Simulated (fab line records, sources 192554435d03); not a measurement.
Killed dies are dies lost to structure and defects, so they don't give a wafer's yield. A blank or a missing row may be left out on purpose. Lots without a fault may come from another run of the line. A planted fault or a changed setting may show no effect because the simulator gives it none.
Which tool did it? | flow n5_finfet | 9 lots, 27 wafers sampled, at 6 steps of a route of 1938

WHAT THE GAUGES READ, wafer by wafer
N5_MOL_CONTACT_COAG_CD_MEAS_84: target cd 25.1 nm. Usual: cd_nm 25.04 nm, standard deviation 0.29.
lot  | measured     | on        | cd_nm (nm)        | flag
L982 | day 5 04:06  | cd_sem-02 | 25.34 25.61 25.11 |
L986 | day 6 04:16  | cd_sem-03 | 24.50 24.84 25.02 |
L987 | day 6 08:38  | cd_sem-03 | 24.39 25.07 24.78 |
L989 | day 6 22:54  | cd_sem-03 | 24.53 24.82 24.51 |
L996 | day 8 16:07  | cd_sem-03 | 25.06 25.13 25.19 |
L997 | day 8 22:41  | cd_sem-01 | 24.67 24.30 24.79 |
L998 | day 9 03:53  | cd_sem-03 | 25.14 25.31 25.22 |
L999 | day 9 08:06  | cd_sem-02 | 24.96 24.76 24.95 |
L105 | day 11 00:59 | cd_sem-03 | 25.16 25.33 25.34 |

N5_MOL_CONTACT_COAG_OVL_MEAS_85. Usual: VG_OVL -0.4 nm, standard deviation 0.6.
lot  | measured     | on         | VG_OVL (nm)    | flag
L982 | day 5 04:08  | overlay-01 | 1.0 -0.2 -0.1  |
L986 | day 6 04:17  | overlay-02 | 0.3 0.9 -0.1   |
L987 | day 6 08:40  | overlay-02 | -0.7 0.8 0.2   |
L989 | day 6 22:56  | overlay-02 | -1.0 0.0 -0.6  |
L996 | day 8 16:09  | overlay-02 | 12.0 12.4 12.4 | OFF
L997 | day 8 22:43  | overlay-02 | 12.1 11.4 11.9 | OFF
L998 | day 9 03:56  | overlay-01 | -1.0 -1.3 -0.1 |
L999 | day 9 08:08  | overlay-02 | -0.6 -0.1 0.2  |
L105 | day 11 01:01 | overlay-02 | -0.9 -1.7 -0.6 |

N5_BEOL_M4_RC_MEAS_101. Usual: DIBL_N 36.0 mV/V, standard deviation 2.5; DIBL_P 36.7 mV/V, standard deviation 3; IOFF_N 0.16 nA/um, standard deviation 0.043; IOFF_P 0.21 nA/um, standard deviation 0.049; ION_N 673 uA/um, standard deviation 15; ION_P 461 uA/um, standard deviation 9.8; SS_N 71.5 mV/dec, standard deviation 0.83; SS_P 73.4 mV/dec, standard deviation 0.83; VT_N 250 mV, standard deviation 4; VT_P -251 mV, standard deviation 4.
lot  | measured     | on        | DIBL_N (mV/V)  | DIBL_P (mV/V)  | IOFF_N (nA/um) | IOFF_P (nA/um) | ION_N (uA/um) | ION_P (uA/um) | SS_N (mV/dec)  | SS_P (mV/dec)  | VT_N (mV)   | VT_P (mV)      | flag
L982 | day 7 17:22  | prober-01 | 32.1 33.0 31.8 | 33.7 33.8 33.3 | 0.12 0.14 0.12 | 0.18 0.18 0.17 | 657 671 663   | 456 459 459   | 70.5 71.7 70.7 | 72.6 72.8 72.1 | 254 254 252 | -254 -254 -250 |
L986 | day 8 18:52  | prober-01 | 29.9 35.4 32.0 | 30.0 36.9 32.9 | 0.09 0.16 0.11 | 0.13 0.22 0.17 | 677 671 675   | 470 467 475   | 69.7 71.6 71.5 | 71.6 72.5 71.8 | 256 245 254 | -257 -249 -250 |
L987 | day 9 00:22  | prober-01 | 40.5 32.2 38.0 | 41.9 32.5 39.1 | 0.23 0.09 0.18 | 0.29 0.15 0.24 | 687 647 681   | 465 452 465   | 72.0 69.8 71.5 | 73.8 71.4 73.0 | 244 258 248 | -245 -253 -247 |
L989 | day 9 20:40  | prober-02 | 30.3 31.6 36.3 | 32.5 34.5 39.7 | 0.10 0.12 0.23 | 0.14 0.16 0.26 | 645 651 681   | 441 453 464   | 71.2 70.9 73.6 | 71.8 72.6 73.7 | 256 252 244 | -257 -254 -246 |
L996 | day 11 03:30 | prober-01 | 41.8 34.5 35.7 | 41.4 32.9 33.3 | 0.27 0.13 0.13 | 0.32 0.18 0.18 | 684 668 650   | 462 462 447   | 73.2 70.4 71.9 | 74.9 72.5 73.4 | 247 251 256 | -244 -251 -251 |
L997 | day 12 02:37 | prober-01 | 34.7 38.4 35.1 | 34.9 39.5 35.9 | 0.14 0.21 0.15 | 0.19 0.27 0.21 | 677 684 670   | 466 469 459   | 70.6 72.1 71.5 | 73.5 74.4 72.9 | 251 246 252 | -250 -248 -253 |
L998 | day 12 06:11 | prober-01 | 34.1 37.5 33.7 | 34.3 37.5 34.6 | 0.12 0.18 0.12 | 0.15 0.20 0.17 | 682 693 666   | 458 462 460   | 70.1 72.1 71.0 | 72.9 74.3 73.0 | 251 249 253 | -257 -252 -252 |
L999 | day 12 12:56 | prober-02 | 34.9 37.1 37.5 | 36.0 38.8 39.1 | 0.14 0.17 0.19 | 0.22 0.26 0.27 | 666 672 694   | 462 469 484   | 70.3 71.8 71.2 | 73.1 73.2 73.4 | 251 248 246 | -247 -246 -244 |
L105 | day 14 13:20 | prober-01 | 35.6 37.2 35.3 | 36.6 38.3 36.1 | 0.14 0.17 0.13 | 0.17 0.19 0.16 | 672 683 650   | 454 463 445   | 71.1 71.8 70.9 | 72.9 73.6 73.2 | 252 251 254 | -256 -254 -258 |

WHICH TOOL RAN EACH LOT (tool, then ch and the chambers of the sampled wafers, then the start)
lot  | N5_MOL_CONTACT_COAG_ALD_20          | N5_MOL_CONTACT_COAG_CO_FILL_22   | N5_MOL_CONTACT_COAG_EXPOSE_81
L982 | ald_metal-02 ch 1,2, day 4 19:01    | cvd_co-02 ch 0,1,2, day 4 20:44  | euv_scanner-01 ch 0, day 5 03:58
L986 | ald_metal-04 ch 0,1,3, day 5 20:34  | cvd_co-01 ch 0,2, day 5 21:22    | euv_scanner-02 ch 0, day 6 04:07
L987 | ald_metal-04 ch 0,1,3, day 6 00:21  | cvd_co-02 ch 0,1,2, day 6 01:12  | euv_scanner-01 ch 0, day 6 08:29
L989 | ald_metal-01 ch 0,2,3, day 6 12:03  | cvd_co-02 ch 1,2, day 6 12:59    | euv_scanner-02 ch 0, day 6 22:45
L996 | ald_metal-02 ch 0,3, day 8 07:58    | cvd_co-02 ch 1,2, day 8 09:20    | euv_scanner-01 ch 0, day 8 15:59
L997 | ald_metal-02 ch 1,2, day 8 14:06    | cvd_co-01 ch 0,1,2, day 8 15:24  | euv_scanner-01 ch 0, day 8 22:33
L998 | ald_metal-01 ch 0,1, day 8 18:35    | cvd_co-02 ch 0,1, day 8 19:31    | euv_scanner-02 ch 0, day 9 03:46
L999 | ald_metal-02 ch 0,1, day 9 01:08    | cvd_co-01 ch 0,1, day 9 02:16    | euv_scanner-02 ch 0, day 9 07:58
L105 | ald_metal-02 ch 1,2,3, day 10 15:32 | cvd_co-01 ch 0,1,2, day 10 18:37 | euv_scanner-02 ch 0, day 11 00:50
- N5_MOL_CONTACT_COAG_ALD_20: deposits TiN, target thk 1.5 nm, pulse time 1 s, purge time 3 s.
- N5_MOL_CONTACT_COAG_CO_FILL_22: material Co, precursor CCTBA/H2, target thk 20 nm.
- N5_MOL_CONTACT_COAG_EXPOSE_81: exposes mask VG, defocus 0 nm.

WHAT THE TOOLS THEMSELVES READ (means of the sampled wafers that have a number; where no wafer has one, the mark that the record gives instead)
N5_MOL_CONTACT_COAG_ALD_20. Usual: heater_power_w 905 W, standard deviation 100; precursor_pulse_height_rel 1.004, standard deviation 0.021.
lot  | tool         | heater_power_w (W) | precursor_pulse_height_rel | flag
L982 | ald_metal-02 | 842                | 0.996                      |
L986 | ald_metal-04 | 948                | 0.988                      |
L987 | ald_metal-04 | 943                | 1.012                      |
L989 | ald_metal-01 | 942                | 1.002                      |
L996 | ald_metal-02 | 822                | 1.015                      |
L997 | ald_metal-02 | 891                | 1.007                      |
L998 | ald_metal-01 | 863                | 0.998                      |
L999 | ald_metal-02 | 956                | 1.015                      |
L105 | ald_metal-02 | 817                | 1.018                      |

N5_MOL_CONTACT_COAG_CO_FILL_22. Usual: heater_power_w 261 W, standard deviation 32.
lot  | tool      | heater_power_w (W) | flag
L982 | cvd_co-02 | 279                |
L986 | cvd_co-01 | 235                |
L987 | cvd_co-02 | 276                |
L989 | cvd_co-02 | 291                |
L996 | cvd_co-02 | 298                |
L997 | cvd_co-01 | 235                |
L998 | cvd_co-02 | 297                |
L999 | cvd_co-01 | 249                |
L105 | cvd_co-01 | 236                |

N5_MOL_CONTACT_COAG_EXPOSE_81. Usual: exposure_dose_mJ_cm2 60.2, standard deviation 0.97; reticle_temp_C 23.01 C, standard deviation 0.12.
lot  | tool           | exposure_dose_mJ_cm2 | reticle_temp_C (C) | flag
L982 | euv_scanner-01 | 61.3                 | 22.93              |
L986 | euv_scanner-02 | 59.4                 | 23.05              |
L987 | euv_scanner-01 | 61.3                 | 23.13              |
L989 | euv_scanner-02 | 59.4                 | 23.13              |
L996 | euv_scanner-01 | 61.3                 | 23.11              |
L997 | euv_scanner-01 | 61.3                 | 23.18              |
L998 | euv_scanner-02 | 59.4                 | 23.10              |
L999 | euv_scanner-02 | 59.3                 | 23.04              |
L105 | euv_scanner-02 | 59.4                 | 23.06              |

THE ANSWER, worked out from the rows above alone
Rule: a lot is off if the mean of its wafers that have a number lies more than 3 standard deviations from the usual mean. A lot without any number at a reading at which 4 lots or more have one is off too. The other lots that the step has rows for count as sound. The gauges are gone through in route order, then the tools' own readings, and for those a lot's mean is taken as printed above. The first step at which some lot is off is used, and at that step the reading that is off furthest; a lot without a number counts as furthest.
Off: L996, L997, at N5_MOL_CONTACT_COAG_OVL_MEAS_85 (VG_OVL).
A tool fits if, at a process step before that reading, it ran every lot that is off, and no sound lot after the first of them. The gauges at N5_MOL_CONTACT_COAG_OVL_MEAS_85 are tried like those tools. One fits: euv_scanner-01 at N5_MOL_CONTACT_COAG_EXPOSE_81. Its last sound lot is L987 (day 6 08:29), its first lot that is off L996 (day 8 15:59): a fault that began between those two fits.

WHAT THE SIMULATOR HAD PUT IN
Scanner matching overlay: euv_scanner-01, from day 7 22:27 on, at N5_MOL_CONTACT_COAG_EXPOSE_81. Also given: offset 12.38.
Lots struck among those shown: L996, L997. The rule above found the same.
